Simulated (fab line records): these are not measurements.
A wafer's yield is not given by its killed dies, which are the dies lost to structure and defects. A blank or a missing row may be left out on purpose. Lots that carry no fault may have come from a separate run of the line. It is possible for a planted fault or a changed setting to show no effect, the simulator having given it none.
Split-lot trial / flow n5-finfet / on a route of 1938 steps: 7 lots, 21 wafers read

## SPLIT DETAILS
At N5_BEOL_M5_ETCH_72 (etches underlayer in N2/H2, target depth 6.5 nm, time 5.2 s), the setting bias-w was moved away from the recipe's 150 W on 4 of the 21 wafers read, by -5.7% to +13.9%. For the rest of the wafers, this setting stayed at what the recipe calls for.

The reading comes from the split's own step.

## THE READING
rf-vpp-V, in V, at N5_BEOL_M5_ETCH_72 (etches underlayer in N2/H2, target depth 6.5 nm, time 5.2 s). On this fab line, fault-free wafers typically give 523.7 V with a standard deviation of 2.8 V.

wafer=L074.1; tool, chamber at the split=rie-diel-06, 3; bias-w as run, W=150; against the recipe=recipe; rf-vpp-V, V=524.0; against lot-mates on the recipe=-
wafer=L074.2; tool, chamber at the split=rie-diel-06, 2; bias-w as run, W=150; against the recipe=recipe; rf-vpp-V, V=519.6; against lot-mates on the recipe=-
wafer=L074.5; tool, chamber at the split=rie-diel-06, 0; bias-w as run, W=150; against the recipe=recipe; rf-vpp-V, V=522.1; against lot-mates on the recipe=-
wafer=L077.4; tool, chamber at the split=rie-diel-03, 0; bias-w as run, W=150; against the recipe=recipe; rf-vpp-V, V=521.7; against lot-mates on the recipe=-
wafer=L077.5; tool, chamber at the split=rie-diel-03, 1; bias-w as run, W=150; against the recipe=recipe; rf-vpp-V, V=526.8; against lot-mates on the recipe=-
wafer=L077.6; tool, chamber at the split=rie-diel-03, 2; bias-w as run, W=150; against the recipe=recipe; rf-vpp-V, V=519.2; against lot-mates on the recipe=-
wafer=L076.3; tool, chamber at the split=rie-diel-03, 3; bias-w as run, W=150; against the recipe=recipe; rf-vpp-V, V=528.0; against lot-mates on the recipe=-
wafer=L076.4; tool, chamber at the split=rie-diel-03, 0; bias-w as run, W=150; against the recipe=recipe; rf-vpp-V, V=523.0; against lot-mates on the recipe=-
wafer=L076.6; tool, chamber at the split=rie-diel-03, 0; bias-w as run, W=150; against the recipe=recipe; rf-vpp-V, V=522.4; against lot-mates on the recipe=-
wafer=L078.2; tool, chamber at the split=rie-diel-03, 1; bias-w as run, W=141.4; against the recipe=-5.7%; rf-vpp-V, V=507.7; against lot-mates on the recipe=-13.2
wafer=L078.3; tool, chamber at the split=rie-diel-03, 2; bias-w as run, W=150; against the recipe=recipe; rf-vpp-V, V=520.9; against lot-mates on the recipe=-
wafer=L078.6; tool, chamber at the split=rie-diel-03, 1; bias-w as run, W=141.4; against the recipe=-5.7%; rf-vpp-V, V=505.0; against lot-mates on the recipe=-15.9
wafer=L086.1; tool, chamber at the split=rie-diel-03, 2; bias-w as run, W=150; against the recipe=recipe; rf-vpp-V, V=527.6; against lot-mates on the recipe=-
wafer=L086.2; tool, chamber at the split=rie-diel-03, 3; bias-w as run, W=170.8; against the recipe=+13.9%; rf-vpp-V, V=571.0; against lot-mates on the recipe=+43.4
wafer=L086.3; tool, chamber at the split=rie-diel-03, 0; bias-w as run, W=170.8; against the recipe=+13.9%; rf-vpp-V, V=564.4; against lot-mates on the recipe=+36.8
wafer=L087.2; tool, chamber at the split=rie-diel-06, 0; bias-w as run, W=150; against the recipe=recipe; rf-vpp-V, V=522.4; against lot-mates on the recipe=-
wafer=L087.5; tool, chamber at the split=rie-diel-06, 2; bias-w as run, W=150; against the recipe=recipe; rf-vpp-V, V=520.1; against lot-mates on the recipe=-
wafer=L087.6; tool, chamber at the split=rie-diel-06, 1; bias-w as run, W=150; against the recipe=recipe; rf-vpp-V, V=525.2; against lot-mates on the recipe=-
wafer=L091.2; tool, chamber at the split=rie-diel-02, 1; bias-w as run, W=150; against the recipe=recipe; rf-vpp-V, V=523.6; against lot-mates on the recipe=-
wafer=L091.3; tool, chamber at the split=rie-diel-02, 2; bias-w as run, W=150; against the recipe=recipe; rf-vpp-V, V=527.5; against lot-mates on the recipe=-
wafer=L091.4; tool, chamber at the split=rie-diel-02, 3; bias-w as run, W=150; against the recipe=recipe; rf-vpp-V, V=521.5; against lot-mates on the recipe=-

FIT RESULTS
A straight line over all 21 wafers: rf-vpp-V changes by +3.16 V for each +1% of bias-w; r = +0.98; the points scatter about the line by 2.9 V.
The same after taking each lot's own level away (the mean of its wafers on the recipe; 21 wafers): +2.83 V for each +1%; r = +0.98; scatter 2.5 V.
That fit puts the effect of the largest move of bias-w on the reading at 39 V.
The lots' own levels span 520.90 to 527.60 V, that is 2.4 times the standard deviation above.
In other words, the slope is changed by the lot-to-lot level; the two fits disagree.
Check: for one of the wafers moved furthest among these (+13.9%), held out of the fit, the line's prediction against its lot-mates is +36.5 V. Against them it came out at +43.4 V.
Tool readings at the split's step, against how far the setting was moved: rf-vpp-V r = +0.98.

## THE OTHER SPLITS THESE WAFERS WENT THROUGH
Note: prior to the reading, these wafers also went through further splits. Each is held against what the fit with the lots' levels taken away leaves over:
other split on the same wafers=N5_BEOL_M3_TRENCH_ETCH_37 time-s; wafers away from the commonest value=7; r with rf-vpp-V (lot level and that fit taken away)=-0.32
other split on the same wafers=N5_BEOL_M4_TRENCH_ETCH_37 bias-w; wafers away from the commonest value=9; r with rf-vpp-V (lot level and that fit taken away)=+0.02
other split on the same wafers=N5_BEOL_M5_COAT_71 spin-rpm; wafers away from the commonest value=4; r with rf-vpp-V (lot level and that fit taken away)=-0.08

## FILE'S OWN FIT
rf-vpp-V changes by +2.84 V for each +1% of bias-w, r = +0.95.
